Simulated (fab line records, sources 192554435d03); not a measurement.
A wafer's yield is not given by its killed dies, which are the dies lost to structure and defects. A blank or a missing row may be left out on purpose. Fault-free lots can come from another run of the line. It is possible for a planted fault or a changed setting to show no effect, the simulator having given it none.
Matching of chambers || flow n5_finfet || N5_BEOL_M4_STRIP_36 on rie_diel-06 has 4 sister chambers
The step strips in N2/H2. 16 wafers are shown with their chamber, then 8 later ones without.

== EACH WAFER AND ITS CHAMBER ==
{"wafer": "L074.2", "chamber": 1, "showerhead_plenum_p_Torr (Torr)": 2.60, "drypump_motor_current_A (A)": 5.9, "throttle_valve_pct (%)": 23.7}
{"wafer": "L074.3", "chamber": 3, "showerhead_plenum_p_Torr (Torr)": 2.56, "drypump_motor_current_A (A)": 6.1, "throttle_valve_pct (%)": 23.3}
{"wafer": "L074.4", "chamber": 1, "showerhead_plenum_p_Torr (Torr)": 2.60, "drypump_motor_current_A (A)": 5.9, "throttle_valve_pct (%)": 23.7}
{"wafer": "L076.3", "chamber": 2, "showerhead_plenum_p_Torr (Torr)": 2.55, "drypump_motor_current_A (A)": 5.7, "throttle_valve_pct (%)": 23.6}
{"wafer": "L076.4", "chamber": 1, "showerhead_plenum_p_Torr (Torr)": 2.60, "drypump_motor_current_A (A)": 5.9, "throttle_valve_pct (%)": 23.7}
{"wafer": "L076.6", "chamber": 3, "showerhead_plenum_p_Torr (Torr)": 2.56, "drypump_motor_current_A (A)": 6.0, "throttle_valve_pct (%)": 23.3}
{"wafer": "L084.3", "chamber": 2, "showerhead_plenum_p_Torr (Torr)": 2.54, "drypump_motor_current_A (A)": 5.7, "throttle_valve_pct (%)": 23.6}
{"wafer": "L084.4", "chamber": 3, "showerhead_plenum_p_Torr (Torr)": 2.55, "drypump_motor_current_A (A)": 6.0, "throttle_valve_pct (%)": 23.4}
{"wafer": "L084.5", "chamber": 0, "showerhead_plenum_p_Torr (Torr)": 2.50, "drypump_motor_current_A (A)": 5.6, "throttle_valve_pct (%)": 23.7}
{"wafer": "L088.2", "chamber": 0, "showerhead_plenum_p_Torr (Torr)": 2.49, "drypump_motor_current_A (A)": 5.6, "throttle_valve_pct (%)": 23.7}
{"wafer": "L088.4", "chamber": 3, "showerhead_plenum_p_Torr (Torr)": 2.55, "drypump_motor_current_A (A)": 6.0, "throttle_valve_pct (%)": 23.4}
{"wafer": "L088.6", "chamber": 2, "showerhead_plenum_p_Torr (Torr)": 2.54, "drypump_motor_current_A (A)": 5.6, "throttle_valve_pct (%)": 23.6}
{"wafer": "L090.3", "chamber": 0, "showerhead_plenum_p_Torr (Torr)": 2.49, "drypump_motor_current_A (A)": 5.5, "throttle_valve_pct (%)": 23.7}
{"wafer": "L090.5", "chamber": 3, "showerhead_plenum_p_Torr (Torr)": 2.54, "drypump_motor_current_A (A)": 6.0, "throttle_valve_pct (%)": 23.4}
{"wafer": "L090.6", "chamber": 2, "showerhead_plenum_p_Torr (Torr)": 2.53, "drypump_motor_current_A (A)": 5.7, "throttle_valve_pct (%)": 23.7}
{"wafer": "L092.3", "chamber": 1, "showerhead_plenum_p_Torr (Torr)": 2.59, "drypump_motor_current_A (A)": 5.9, "throttle_valve_pct (%)": 23.4}

SIGNATURES (means of the wafers above)
{"reading": "showerhead_plenum_p_Torr", "chamber 0": 2.4933, "chamber 1": 2.5975, "chamber 2": 2.5400, "chamber 3": 2.5520, "scatter within a chamber": 0.0072}
{"reading": "drypump_motor_current_A", "chamber 0": 5.567, "chamber 1": 5.900, "chamber 2": 5.675, "chamber 3": 6.020, "scatter within a chamber": 0.043}
{"reading": "throttle_valve_pct", "chamber 0": 23.700, "chamber 1": 23.625, "chamber 2": 23.625, "chamber 3": 23.360, "scatter within a chamber": 0.0851}
Rule: for a wafer and a chamber, the distance is found by dividing, reading by reading, the gap between the wafer's reading and the chamber's mean by the reading's scatter, squaring, summing and taking the root. If the next closest chamber is less than 2 further off than the closest, the wafer can't be placed; otherwise it belongs to the closest. How the scatter is found: for the shown wafers, subtract from each reading the mean of its chamber, square and add these, divide the total by (wafers less chambers), then take the root.

== WAFERS WITHOUT THEIR CHAMBER ==
{"wafer": "L092.4", "showerhead_plenum_p_Torr (Torr)": 2.53, "drypump_motor_current_A (A)": 5.7, "throttle_valve_pct (%)": 23.6}
{"wafer": "L092.5", "showerhead_plenum_p_Torr (Torr)": 2.54, "drypump_motor_current_A (A)": 6.0, "throttle_valve_pct (%)": 23.4}
{"wafer": "L094.1", "showerhead_plenum_p_Torr (Torr)": 2.58, "drypump_motor_current_A (A)": 6.0, "throttle_valve_pct (%)": 23.4}
{"wafer": "L094.2", "showerhead_plenum_p_Torr (Torr)": 2.49, "drypump_motor_current_A (A)": 5.5, "throttle_valve_pct (%)": 23.7}
{"wafer": "L094.4", "showerhead_plenum_p_Torr (Torr)": 2.54, "drypump_motor_current_A (A)": 6.1, "throttle_valve_pct (%)": 23.4}
{"wafer": "L096.1", "showerhead_plenum_p_Torr (Torr)": 2.54, "drypump_motor_current_A (A)": 6.0, "throttle_valve_pct (%)": 23.4}
{"wafer": "L096.2", "showerhead_plenum_p_Torr (Torr)": 2.58, "drypump_motor_current_A (A)": 5.9, "throttle_valve_pct (%)": 23.3}
{"wafer": "L096.3", "showerhead_plenum_p_Torr (Torr)": 2.49, "drypump_motor_current_A (A)": 5.6, "throttle_valve_pct (%)": 23.7}

== WHICH CHAMBER EACH ONE RAN IN ==
{"wafer": "L092.4", "from the rows above": 2, "in truth": 2}
{"wafer": "L092.5", "from the rows above": 3, "in truth": 3}
{"wafer": "L094.1", "from the rows above": "can't be placed: 3 or 1", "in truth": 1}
{"wafer": "L094.2", "from the rows above": 0, "in truth": 0}
{"wafer": "L094.4", "from the rows above": 3, "in truth": 3}
{"wafer": "L096.1", "from the rows above": 3, "in truth": 3}
{"wafer": "L096.2", "from the rows above": "can't be placed: 1 or 3", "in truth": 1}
{"wafer": "L096.3", "from the rows above": 0, "in truth": 0}
Placed correctly: 6 of 8. Unplaceable from these rows: 2, with the true chamber sitting among the candidates in 2. Wrongly placed: 0.
